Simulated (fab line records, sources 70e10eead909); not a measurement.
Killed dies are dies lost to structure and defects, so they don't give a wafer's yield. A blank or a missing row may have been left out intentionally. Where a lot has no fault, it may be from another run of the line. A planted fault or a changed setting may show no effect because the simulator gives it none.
A struck lot beside a sound one | flow nandHarc | 14 steps out of a route of 1159
Sound: the wafers L610.2, L610.4, L610.5. The struck wafers were L604.2, L604.3, L604.4. Last of all comes the cause.
For every step that has rows: the tool of each side, followed by ch and its chambers, followed by its first start. Under that, the readings that differ: sound wafers | struck wafers | difference of the means | sigmas: that difference in standard deviations of wafers without a fault.
alike: a reading whose means differ by less than 2 such deviations, as well as words and numbers matching on both sides. not compared: withheld readings; readings where some wafer has no value; bounds like >300 that might hide an equal value; numbers whose values overlap and for which the record gives no deviation.
The two part at a step that has a row with sigmas, a row that says differs or no value, or rows on one side only. Numbers that have no deviation but don't overlap get no sigmas and don't part them. Lack of a reading on every wafer of one side parts them only where that side has two or more wafers.

first, 1 step without rows for these wafers: NHARC_A_ONON_D1_DEP_19 (target thk 1000 nm).
NHARC_A_ONON_D1_THK_MEAS_21: measures by ellipsometry.
  struck on filmMetro-02, day 10 16:41; sound on filmMetro-02, day 12 07:02
  alike: thkNm
following that, 1 step holds no rows for these wafers, namely NHARC_A_ONON_D1_DEP_22 (target thickness 1000 nm).
NHARC_A_ONON_D1_THK_MEAS_24: measures by ellipsometry.
  struck on filmMetro-02, day 10 17:16; sound on filmMetro-02, day 12 07:35
  alike: thkNm
following that, 1 step holds no rows for these wafers, namely NHARC_A_ONON_D1_DEP_25 (target thickness 1000 nm).
NHARC_A_ONON_D1_THK_MEAS_27: measures by ellipsometry.
  struck on filmMetro-01, day 10 17:57; sound on filmMetro-02, day 12 08:09
  alike: thkNm
following that, 1 step holds no rows for these wafers, namely NHARC_A_ONON_D1_DEP_28 (target thickness 1000 nm).
NHARC_A_ONON_D1_THK_MEAS_30: measures by ellipsometry.
  struck on filmMetro-01, day 10 18:31; sound on filmMetro-01, day 12 08:43
  alike: thkNm
NHARC_A_ONON_D1_DEP_33: deposits SiO2, target thk 200 nm.
  sound on pecvd-01 ch 1,2, day 12 08:46; struck on pecvd-02 ch 0,2, day 10 18:43
  alike: chamberPressureTorr, flowSccm, heaterPowerW, throttleValvePct
NHARC_A_ONON_D1_THK_MEAS_34: measures by ellipsometry.
  struck on filmMetro-01, day 10 19:08; sound on filmMetro-02, day 12 09:11
  alike: thkNm
NHARC_A_ONON_D1_INSPECT_32:
  struck on defectInspect-01, day 10 19:12; sound on defectInspect-02, day 12 09:15
  alike: rawDefectCount
NHARC_A_CHANNEL_HOLE_D1_DEP_00: deposits aC, target thk 3100 nm.
  sound on aclDep-01 ch 0, day 12 10:02; struck on aclDep-03 ch 0, day 10 23:12
  alike: throttleValvePct
NHARC_A_CHANNEL_HOLE_D1_DEP_01: deposits SiON, target thk 140 nm.
  sound on pecvd-01 ch 1,2, day 12 11:42; struck on pecvd-03 ch 0,1,2, day 11 01:03
  alike: chamberPressureTorr, heaterPowerW
-- record jumps: 11 days between struck wafers' starts before vs after; left off in module A_CHANNEL_HOLE_D1, resumes in module END, first step shown is number 1159 of the route --
NHARC_END_SORT_01:
  sound on prober-01 ch 0, day 23 13:30; struck on prober-02 ch 0, day 22 01:15
reading       | sound    | struck      | difference | sigmas
killedAtArray | 43 53 29 | 672 677 676 | +633       | +64
killedDies    | 43 60 31 | 677 677 677 | +632       | +64
  alike: killedAtOther, killedAtPeriphery, killedOpen, killedShort

== WHERE THEY PART ==
Within this record, at NHARC_END_SORT_01 only.

WHY: what the simulator had put in
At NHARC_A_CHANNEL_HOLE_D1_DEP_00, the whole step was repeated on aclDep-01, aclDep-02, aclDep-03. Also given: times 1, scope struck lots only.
